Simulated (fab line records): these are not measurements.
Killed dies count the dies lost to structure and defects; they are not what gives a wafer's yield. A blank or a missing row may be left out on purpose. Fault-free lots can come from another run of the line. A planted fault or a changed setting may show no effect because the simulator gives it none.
A struck lot beside a sound one | flow n5Finfet | 41 out of 1938 route steps
Sound: the wafers L807.1, L807.2, L807.5. Wafers struck: L802.1, L802.2, L802.6. Last of all comes the cause.
Per side, at each step with rows, come the tool, then ch with its chambers, and then its first start. Under that, the readings that differ: sound wafers | struck wafers | difference of the means | sigmas: that difference in standard deviations of wafers without a fault.
alike: a reading whose means differ by less than 2 such deviations, as well as words and numbers matching on both sides. not compared: withheld readings; readings where some wafer has no value; bounds like >300 that might hide an equal value; numbers whose values overlap and for which the record gives no deviation.
The two part at a step that has a row with sigmas, a row that says differs or no value, or rows on one side only. Numbers that don't overlap but have no deviation are shown without sigmas and don't part them. A reading missing from all wafers of one side parts the sides only when that side holds two or more wafers.

first, 11 steps without rows for these wafers: N5_BEOL_M0_SAQP_SPACER1_ETCHBACK_99 (etches SiO2 in CHF3/O2, target depth 15.4 nm, time 7.7 s); N5_BEOL_M0_SAQP_MANDREL1_REMOVE_100 (chemistry HBr/Cl2/O2, target a-Si, stops on SiNx, bt time 10 s); N5_BEOL_M0_SAQP_ETCH_101 (etches SiNx in CH3F/O2, target depth 29.9 nm, time 42.7 s); N5_BEOL_M0_SAQP_ETCH_102 (etches SiO2 in CF4, target depth 4 nm, time 4.4 s); N5_BEOL_M0_SAQP_MANDREL_ETCH_103 (etches a-Si in HBr/Cl2, stops on SiCN, target depth 45 nm, bt time 10 s, time 27 s); N5_BEOL_M0_SAQP_RECESS_104 (chemistry HF/NH3, target SiO2, target depth 18 nm, afs cycles 3, sublimation time 60 s); N5_BEOL_M0_SAQP_COAT_105 (time 60 s, resist thk 100 nm); N5_BEOL_M0_SAQP_ETCH_106 (etches SOC in N2/H2, stops on SiNx, target depth 150 nm); N5_BEOL_M0_SAQP_ETCH_107 (etches SiNx in CH3F/O2, target depth 30 nm); N5_BEOL_M0_SAQP_STRIP_108 (strips in N2/H2); N5_BEOL_M0_SAQP_RECESS_109 (chemistry HF/NH3, target SiO2, target depth 3 nm, afs cycles 1, sublimation time 60 s).
N5_BEOL_M0_SAQP_SPACER2_ALD_26: deposits SiO2, target thk 15 nm, pulse time 1 s, purge time 2 s.
  sound on aldSin-01 ch 1,3, day 10 05:38; struck on aldSin-04 ch 0,1,2, day 8 11:42
  alike: heaterPowerW, precursorPulseHeightRel
then, 11 steps without rows for these wafers: N5_BEOL_M0_SAQP_SPACER2_ETCHBACK_27 (etches SiO2 in CHF3/O2, target depth 22.5 nm, time 11.25 s); N5_BEOL_M0_SAQP_MANDREL2_REMOVE_110 (chemistry HBr/Cl2/O2, target a-Si, stops on SiCN, bt time 10 s); N5_BEOL_M0_SAQP_COAT_69 (time 60 s, resist thk 90 nm); N5_BEOL_M0_SAQP_COAT_72 (time 60 s, resist thk 15 nm); N5_BEOL_M0_SAQP_COAT_87 (time 60 s, resist thk 5 nm); N5_BEOL_M0_SAQP_COAT_34 (resist thk 30 nm); N5_BEOL_M0_SAQP_EBR_36; N5_BEOL_M0_SAQP_SOFTBAKE_35 (time 60 s); N5_BEOL_M0_SAQP_EXPOSE_37 (exposes mask M0 CUT1, target cd 30 nm); N5_BEOL_M0_SAQP_PEB_38 (peb time 60 s); N5_BEOL_M0_SAQP_DEVELOP_39 (develop time 30 s).
N5_BEOL_M0_SAQP_INSPECT_42: inspects for defects (brightfield).
  sound: defectInspect-01 at day 10 06:49; struck: defectInspect-01 at day 8 13:04
reading        | sound       | struck      | difference | sigmas
rawDefectCount | 254 307 325 | 531 567 637 | +283       | +4
then, 14 steps without rows for these wafers: N5_BEOL_M0_SAQP_DESCUM_45 (chemistry O2, time 7 s); N5_BEOL_M0_SAQP_ETCH_88 (etches underlayer in N2/H2, target depth 6.5 nm, time 5.2 s); N5_BEOL_M0_SAQP_ETCH_73 (etches SiARC in CF4, target depth 19.5 nm, time 32.5 s); N5_BEOL_M0_SAQP_CUT_ETCH_46 (etches SOC in N2/H2, target depth 135 nm, overetch 27 nm, time 202.5 s); N5_BEOL_M0_SAQP_STRIP_74 (strips in N2/H2); N5_BEOL_M0_SAQP_STRIP_89 (strips in N2/H2); N5_BEOL_M0_SAQP_ALD_48 (deposits SiO2, target thk 20 nm, pulse time 1 s, co reactant pulse time 1 s); N5_BEOL_M0_SAQP_ETCH_49 (etches SiO2 in CF4/O2, target depth 37 nm); N5_BEOL_M0_SAQP_STRIP_75 (strips in CF4); N5_BEOL_M0_CUTY_COAT_50 (time 60 s, resist thk 15 nm); N5_BEOL_M0_CUTY_COAT_51 (resist thk 150 nm); N5_BEOL_M0_CUTY_EBR_52; N5_BEOL_M0_CUTY_SOFTBAKE_53 (time 60 s); N5_BEOL_M0_CUTY_EXPOSE_54 (exposes mask M0 ABLK).
N5_BEOL_M0_CUTY_INSPECT_59: inspects for defects (macro).
  sound: defectInspect-02 at day 10 08:17; struck: defectInspect-01 at day 8 14:27
reading        | sound | struck        | difference | sigmas
rawDefectCount | 3 3 4 | >300 >300 286 | differs    | 
N5_BEOL_M4_RC_MEAS_101:
  sound on prober-02 ch 0, day 12 06:56; struck on prober-01 ch 0, day 10 13:13
reading       | sound       | struck      | difference | sigmas
ION_P (uA/um) | 477 483 488 | 468 460 453 | -22        | -3
  alike: DIBL_N, DIBL_P, IOFF_N, IOFF_P, ION_N, SS_N, SS_P, VT_N, VT_P
-- here the record skips 5 days between the struck wafers' starts before and after, leaving off in module BEOL_M4 and picking up in module PASSIVATION (first step shown: number 1936 of the route) --
N5_PASSIVATION_PROBE_49:
  rows exist in the record for the struck wafers here (prober-01, day 15 07:45), but not for the sound ones

== WHERE THEY PART ==
At N5_BEOL_M0_SAQP_INSPECT_42 first; at N5_PASSIVATION_PROBE_49 last (within this record only).

WHY: what the simulator had put in
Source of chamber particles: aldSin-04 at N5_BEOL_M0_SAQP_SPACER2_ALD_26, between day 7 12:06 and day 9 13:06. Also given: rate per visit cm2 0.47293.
